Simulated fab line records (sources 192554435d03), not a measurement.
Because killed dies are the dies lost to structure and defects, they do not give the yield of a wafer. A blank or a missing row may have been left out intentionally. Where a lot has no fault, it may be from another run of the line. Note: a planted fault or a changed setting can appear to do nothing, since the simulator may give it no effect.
Matching of chambers || flow n5-finfet || N5_GATE_CUT_CMP_43 on cmp-01: 4 sister chambers
The step polishes SiO2. 7 wafers are shown with their chamber, then 10 later ones without.

== WAFERS WITH THEIR CHAMBER ==
{"wafer": "L087.2", "chamber": 1, "motor-current-A (A)": 11.0}
{"wafer": "L087.3", "chamber": 3, "motor-current-A (A)": 13.4}
{"wafer": "L091.1", "chamber": 0, "motor-current-A (A)": 14.8}
{"wafer": "L091.2", "chamber": 3, "motor-current-A (A)": 13.4}
{"wafer": "L091.3", "chamber": 2, "motor-current-A (A)": 13.0}
{"wafer": "L092.2", "chamber": 0, "motor-current-A (A)": 13.6}
{"wafer": "L092.4", "chamber": 2, "motor-current-A (A)": 13.6}

== WAFERS WHOSE CHAMBER IS MISSING ==
{"wafer": "L092.5", "motor-current-A (A)": 15.2}
{"wafer": "L093.1", "motor-current-A (A)": 9.7}
{"wafer": "L093.5", "motor-current-A (A)": 15.0}
{"wafer": "L093.6", "motor-current-A (A)": 11.2}
{"wafer": "L096.1", "motor-current-A (A)": 14.8}
{"wafer": "L096.3", "motor-current-A (A)": 13.7}
{"wafer": "L096.6", "motor-current-A (A)": 14.6}
{"wafer": "L097.3", "motor-current-A (A)": 12.9}
{"wafer": "L097.4", "motor-current-A (A)": 14.9}
{"wafer": "L097.6", "motor-current-A (A)": 15.4}

== WHICH CHAMBER EACH WENT THROUGH ==
{"wafer": "L092.5", "from the rows above": "can't be placed: 0 or 3 or 2", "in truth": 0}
{"wafer": "L093.1", "from the rows above": 1, "in truth": 1}
{"wafer": "L093.5", "from the rows above": "can't be placed: 0 or 3 or 2", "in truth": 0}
{"wafer": "L093.6", "from the rows above": 1, "in truth": 1}
{"wafer": "L096.1", "from the rows above": "can't be placed: 0 or 3 or 2", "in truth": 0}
{"wafer": "L096.3", "from the rows above": "can't be placed: 3 or 2 or 0", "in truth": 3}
{"wafer": "L096.6", "from the rows above": "can't be placed: 0 or 3 or 2", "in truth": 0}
{"wafer": "L097.3", "from the rows above": "can't be placed: 2 or 3 or 0", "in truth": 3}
{"wafer": "L097.4", "from the rows above": "can't be placed: 0 or 3 or 2", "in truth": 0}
{"wafer": "L097.6", "from the rows above": "can't be placed: 0 or 3 or 2", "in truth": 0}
2 of 10 placed correctly. From these rows, 8 cannot be placed; in 8 the true chamber is one of the candidates. Number placed wrongly: 0.
How it was worked out, from the rows above alone: a wafer's distance from a chamber is the root of the sum, over the readings, of the square of ((its reading less the chamber's mean) divided by the reading's scatter). If the next closest chamber is less than 2 further off than the closest, the wafer can't be placed; otherwise it belongs to the closest. For every chamber, the mean is computed from those of its wafers that are shown. How the scatter is found: for the shown wafers, subtract from each reading the mean of its chamber, square and add these, divide the total by (wafers less chambers), then take the root.
